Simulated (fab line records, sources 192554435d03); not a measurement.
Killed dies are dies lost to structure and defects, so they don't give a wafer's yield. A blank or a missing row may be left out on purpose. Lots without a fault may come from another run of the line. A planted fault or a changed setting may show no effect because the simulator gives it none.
fab line records | flow n5_finfet
record lots=10 wafers=28 last_day=18
route steps=1938 shown BEOL_M12@1652 BEOL_M13@1659
lots that met no fault: from a run of the same line without faults
start_h: hours from the record's first day to the start of the lot's first wafer shown | wait_h: hours since the lot's step before | " the same as in the row above | L1.1+2: a row that stands for several wafers | - no value, or no start given | * or withheld: withheld | < > ~ a bound
route shown NAME@n: a module of which the file shows steps, and the number in the route of the first | usual: mean/standard deviation of fault-free wafers | same: alike in all rows | chamber/n: place in a boat | sites: the reading at each site | _std_site: their standard deviation | _edge_site: outer sites' mean less inner sites' | radius_mm: how far each site lies from the wafer's centre | mask NAME#n: copy n | behind: the tool/chamber that last shaped the wafer | hold: why the lot was held/for how many hours/how that ended | device: the transistor (n, p or np) that didn't switch | end of line: the same wafers' tests at the end of the route | a step without rows: its recipe alone | killed: dies lost to structure and defects at the first sort, not the wafer's yield | map: a wafer's dies, x killed, . not, _ none there
set.NAME: the setting as run; set.NAME@STEP: as run at that earlier step | model.NAME: the simulator's own value behind a step, which no gauge read
steps of the route over a sample of lots; a table a step, a row a wafer
services: from which hour (start_h, from the record's first day; less than 0 if before it) a tool's chamber was out of use, for how many hours, and why
## steps
# step N5_BEOL_M12_ANNEAL_48
# recipe temp_c=225 time_s=90 ambient=N2
# usual anneal_temp_c=225.02/0.15 wafer_temp_C_max=225.62/0.22
# columns lot.wafer tool chamber start_h wait_h anneal_temp_c wafer_temp_C_max
L247.2 rtp_anneal-02 0 254.46 0.2 224.79 225.28
L247.4 " 0 " " 225.02 225.68
L247.5 " 0 " " 225.18 225.62
L248.3 rtp_anneal-01 0 257.28 0.2 225.15 225.44
L248.5 " 0 " " 225.04 225.59
L248.6 " 0 " " 224.90 225.69
L250.1 rtp_anneal-01 0 274.69 0.2 225.05 225.17
L250.3 " 0 " " 224.99 225.49
L250.5 " 0 " " 225.15 225.31
L254.4 rtp_anneal-02 0 298.37 0.2 224.87 225.56
L254.6 " 0 " " 224.95 225.56
L257.3 rtp_anneal-01 0 307.68 0.2 225.00 225.65
L257.4 " 0 " " 225.06 225.37
L257.5 " 0 " " 225.11 225.67
L256.1 rtp_anneal-01 0 309.03 0.1 224.79 225.27
L256.6 " 0 " " 224.99 225.27
L260.1 rtp_anneal-02 0 327.69 0.5 224.98 225.70
L260.2 " 0 " " 224.95 225.32
L260.4 " 0 " " 225.04 225.51
L264.1 rtp_anneal-01 0 352.68 0.1 224.77 225.37
L264.4 " 0 " " 224.84 225.43
L264.6 " 0 " " 225.15 225.50
L265.1 rtp_anneal-02 0 358.68 0.1 224.79 225.71
L265.2 " 0 " " 224.89 225.67
L265.3 " 0 " " 224.73 226.08
L262.3 rtp_anneal-01 0 389.70 0.2 224.91 225.87
L262.4 " 0 " " 225.16 225.71
L262.6 " 0 " " 225.05 225.64
# step N5_BEOL_M12_DEP_53
# recipe material=SiCN target_thk_a=300 temp_c=withheld precursor=3MS/NH3 pressure_torr=3 rf_w=675 time_s=10.5
# usual rf_fwd_power_W=666.3/2.5 showerhead_plenum_p_Torr=4.158/0.028 throttle_valve_pct=18.2/0.86
# columns lot.wafer tool chamber start_h wait_h rf_fwd_power_W showerhead_plenum_p_Torr throttle_valve_pct
L247.2 pecvd-01 2 255.07 0.0 670.8 4.129 17.2
L247.4 " 2 " " 668.5 4.137 17.1
L247.5 " 1 " " 663.6 4.202 18.6
L248.3 pecvd-03 2 257.85 0.0 666.7 4.131 17.0
L248.5 " 0 " " 668.2 4.166 18.6
L248.6 " 1 " " 663.2 4.168 19.6
L250.1 pecvd-01 2 275.36 0.0 669.4 4.139 17.4
L250.3 " 2 " " 667.2 4.117 17.2
L250.5 " 2 " " 669.2 4.132 17.6
L254.4 pecvd-03 0 298.90 0.0 669.8 4.181 18.7
L254.6 " 1 " " 669.8 4.178 19.5
L257.3 pecvd-01 2 308.25 0.0 665.6 4.128 17.0
L257.4 " 0 " " 664.3 4.144 18.3
L257.5 " 1 " " 668.1 4.211 18.5
L256.1 pecvd-01 1 309.69 0.0 665.8 4.199 18.4
L256.6 " 2 " " 669.0 4.134 17.3
L260.1 pecvd-03 0 328.35 0.0 665.9 4.172 18.3
L260.2 " 2 " " 668.4 4.128 17.2
L260.4 " 1 " " 669.4 4.163 19.8
L264.1 pecvd-03 2 353.33 0.0 665.5 4.136 16.9
L264.4 " 1 " " 664.6 4.172 19.6
L264.6 " 2 " " 667.5 4.137 17.0
L265.1 pecvd-02 0 359.33 0.0 667.3 4.129 18.6
L265.2 " 1 " " 662.3 4.180 18.9
L265.3 " 2 " " 666.5 4.119 17.0
L262.3 pecvd-01 0 390.29 0.0 665.8 4.159 18.0
L262.4 " 1 " " 667.6 4.204 18.4
L262.6 " 1 " " 668.9 4.204 18.3
# step N5_BEOL_M12_INSPECT_55
# recipe inspect_instrument=darkfield mode=post_dep
# usual raw_defect_count=73/21
# columns lot.wafer tool chamber start_h wait_h raw_defect_count
L247.2 defect_inspect-02 - 255.16 0.0 53
L247.4 " - " " 56
L247.5 " - " " 69
L248.3 defect_inspect-02 - 257.94 0.0 60
L248.5 " - " " 69
L248.6 " - " " 84
L250.1 defect_inspect-02 - 275.46 0.0 79
L250.3 " - " " 83
L250.5 " - " " 61
L254.4 defect_inspect-02 - 298.98 0.0 49
L254.6 " - " " 53
L257.3 defect_inspect-02 - 308.34 0.0 85
L257.4 " - " " 69
L257.5 " - " " 84
L256.1 defect_inspect-02 - 309.80 0.0 67
L256.6 " - " " 80
L260.1 defect_inspect-02 - 328.44 0.0 61
L260.2 " - " " 72
L260.4 " - " " 82
L264.1 defect_inspect-01 - 353.42 0.0 47
L264.4 " - " " 54
L264.6 " - " " 75
L265.1 defect_inspect-02 - 359.42 0.0 90
L265.2 " - " " 103
L265.3 " - " " 82
L262.3 defect_inspect-02 - 390.38 0.0 33
L262.4 " - " " 54
L262.6 " - " " 61
# step N5_BEOL_M13_ILD_DEP_00
# recipe material=SiOC target_thk_a=8379.2 temp_c=350 precursor=DEMS/O2 pressure_torr=5 rf_w=500 time_s=166.4
# usual heater_power_w=474/70 rf_fwd_power_W=498.6/1.5 run_length_s=210.9/0.6 showerhead_plenum_p_Torr=5.693/0.016 throttle_valve_pct=11.9/0.66
# columns lot.wafer tool chamber start_h wait_h heater_power_w rf_fwd_power_W run_length_s showerhead_plenum_p_Torr throttle_valve_pct
L247.2 pecvd-03 2 255.20 0.0 519 500.1 211.0 5.674 11.5
L247.4 " 0 " " 591 500.3 209.8 5.695 12.3
L247.5 " 1 " " 386 498.6 211.0 5.708 13.3
L248.3 pecvd-01 1 257.97 0.0 441 497.9 211.8 5.738 12.2
L248.5 " 1 " " 357 499.2 211.8 5.721 12.1
L248.6 " 2 " " 410 498.9 211.0 5.694 11.4
L250.1 pecvd-03 0 275.50 0.0 548 499.2 209.7 5.703 11.9
L250.3 " 2 " " 458 496.9 210.9 5.670 11.2
L250.5 " 1 " " 408 498.9 210.6 5.718 13.3
L254.4 pecvd-03 0 299.07 0.1 604 500.0 209.9 5.702 12.2
L254.6 " 2 " " 502 - 176.6 5.681 11.2
L257.3 pecvd-03 0 308.37 0.0 557 - 175.4 5.700 12.4
L257.4 " 2 " " 485 498.1 210.8 5.689 11.2
L257.5 " 0 " " 592 499.1 210.2 5.701 12.4
L256.1 pecvd-03 0 309.83 0.0 583 498.7 210.2 5.692 12.1
L256.6 " 0 " " 604 - 175.3 5.693 12.2
L260.1 pecvd-01 1 328.47 0.0 409 501.8 211.5 5.732 12.3
L260.2 " 2 " " 407 499.1 210.9 5.675 11.5
L260.4 " 2 " " 426 501.6 210.8 5.663 11.1
L264.1 pecvd-01 1 353.46 0.0 448 495.5 212.2 5.721 12.2
L264.4 " 1 " " 360 498.9 212.2 5.721 12.3
L264.6 " 2 " " 342 501.1 211.1 5.676 11.3
L265.1 pecvd-01 0 359.46 0.0 475 497.1 212.0 5.691 12.2
L265.2 " 2 " " 453 498.5 211.1 5.675 11.5
L265.3 " 1 " " 437 499.3 212.0 5.715 12.2
L262.3 pecvd-04 1 390.41 0.0 566 500.0 211.0 5.705 11.3
L262.4 " 0 " " 427 498.3 211.0 5.700 11.7
L262.6 " 2 " " 509 498.0 211.1 5.700 11.5
# step N5_BEOL_M13_THK_MEAS_01
# recipe reads=SiOC_of_BEOL_M13_ILD_DEP_00
# usual M13_ILD_THK=839/11
# columns lot.wafer tool chamber start_h wait_h M13_ILD_THK[nm]
L247.2 film_metro-02 - 255.35 0.1 836
L247.4 " - " " 844
L247.5 " - " " 848
L248.3 film_metro-01 - 258.12 0.1 829
L248.5 " - " " 833
L248.6 " - " " 844
L250.1 film_metro-02 - 275.65 0.1 829
L250.3 " - " " 841
L250.5 " - " " 854
L254.4 film_metro-01 - 299.17 0.0 838
L254.6 " - " " 673
L257.3 film_metro-02 - 308.53 0.1 668
L257.4 " - " " 860
L257.5 " - " " 859
L256.1 film_metro-02 - 309.98 0.1 827
L256.6 " - " " 676
L260.1 film_metro-02 - 328.63 0.1 835
L260.2 " - " " 829
L260.4 " - " " 837
L264.1 film_metro-01 - 353.61 0.1 849
L264.4 " - " " 862
L264.6 " - " " 845
L265.1 film_metro-01 - 359.61 0.1 818
L265.2 " - " " 818
L265.3 " - " " 836
L262.3 film_metro-01 - 390.57 0.1 824
L262.4 " - " " 831
L262.6 " - " " 842
# step N5_BEOL_M13_STRIP_63
# recipe chemistry=N2/H2 power_w=1000 temp_c=250 h2_frac=0.65 overash_fraction=0.3 pressure_mtorr=1000 n2_flow_sccm=1750 h2_flow_sccm=3250
# usual drypump_motor_current_A=5.8/0.45 heater_power_w=329/29 n2_flow_sccm=1750/5.8 oes_product_au=0.674/0.0044 strip_time_to_endpoint_s=27.8/1.1
# columns lot.wafer tool chamber start_h wait_h drypump_motor_current_A heater_power_w n2_flow_sccm oes_product_au rf_hours_counter_h strip_time_to_endpoint_s
L247.2 plasma_asher-01 1 256.19 - 5.8 327 1748 0.675 67 28.1
L247.4 " 1 " " 5.8 322 1757 0.676 - 27.3
L247.5 " 1 " " 5.8 336 1750 0.673 - 26.6
L248.3 plasma_asher-01 1 259.25 - 5.8 329 1746 0.672 - 27.8
L248.5 " 1 " " 5.8 329 1739 0.665 - 27.9
L248.6 " 0 " " 6.6 282 1739 0.667 - 26.6
L250.1 plasma_asher-01 0 276.49 - 6.6 279 1746 0.678 71 28.5
L250.3 " 0 " " 6.6 276 1744 0.672 - 27.9
L250.5 " 1 " " 5.8 315 1754 0.672 - 27.0
L254.4 plasma_asher-02 0 299.90 - 5.9 325 1742 0.672 - 27.2
L254.6 " 0 " " 5.9 320 1738 0.691 - 41.3
L257.3 plasma_asher-02 1 309.26 - 5.3 362 1744 0.695 - 41.6
L257.4 " 0 " " 5.9 325 1757 0.675 - 25.9
L257.5 " 0 " " 5.9 324 1756 0.668 - 26.0
L256.1 plasma_asher-02 0 310.71 - 5.9 330 1748 0.675 137 28.8
L256.6 " 1 " " 5.3 369 1760 0.693 - 41.4
L260.1 plasma_asher-01 0 329.62 - 6.6 277 1752 0.677 81 28.9
L260.2 " 1 " " 5.8 333 1757 0.671 81 28.8
L260.4 " 1 " " 5.8 330 1756 0.670 - 27.6
L264.1 plasma_asher-02 1 354.33 - 5.3 360 1750 0.675 146 27.2
L264.4 " 0 " " 5.9 322 1748 0.668 - 26.7
L264.6 " 1 " " 5.3 361 1755 0.672 - 27.2
L265.1 plasma_asher-02 1 360.66 - 5.3 358 1750 0.677 147 30.4
L265.2 " 0 " " 5.9 317 1749 0.680 147 29.8
L265.3 " 0 " " 5.9 325 1748 0.676 - 28.7
L262.3 plasma_asher-02 0 391.58 - 5.9 327 1753 0.669 - 28.7
L262.4 " 1 " " 5.3 363 1748 0.676 - 28.3
L262.6 " 1 " " 5.3 353 1754 0.665 - 28.1
## services
# columns tool chamber start_h hours kind
pecvd-04 2 239.49 10.0 repair
pecvd-04 2 249.51 2.1 scheduled_down
pecvd-03 2 250.98 2.1 scheduled_down
pecvd-02 1 254.31 5.5 scheduled_down
pecvd-01 1 273.93 5.5 scheduled_down
pecvd-03 - 275.77 0.4 repair
pecvd-03 - 280.65 5.5 pm
plasma_asher-02 - 300.94 4.3 pm
pecvd-01 0 308.57 10.3 repair
plasma_asher-01 - 308.79 9.2 repair
pecvd-04 - 324.79 6.0 pm
plasma_asher-02 - 328.43 4.1 repair
pecvd-01 - 334.76 2.8 pm
pecvd-01 0 364.00 5.5 scheduled_down
pecvd-02 2 380.61 2.1 scheduled_down
pecvd-01 - 383.50 1.4 repair
## key
first_sign step=N5_BEOL_M13_ILD_DEP_00 reading=run_length_s direction=down sigmas=58 usual=* struck=*
effect step=N5_BEOL_M13_THK_MEAS_01 reading=M13_ILD_THK direction=down sigmas=16 usual=839 struck=672
effect step=N5_BEOL_M13_STRIP_63 reading=strip_time_to_endpoint_s direction=up sigmas=13 usual=* struck=*
met_at N5_BEOL_M13_ILD_DEP_00
struck_lots L254,L256,L257
struck_wafers L254.6,L256.6,L257.3
not_acting_at N5_BEOL_M12_ANNEAL_48,N5_BEOL_M12_DEP_53,N5_BEOL_M12_INSPECT_55
onset_between 275.50 299.07
fault kind=process_parameter_drift tool=pecvd-03 chamber=- onset_h=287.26 steps=N5_BEOL_M13_ILD_DEP_00 channel=time_s offset=* shape=step end_h=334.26 scope=struck_wafers_only acts_in=* stated=*
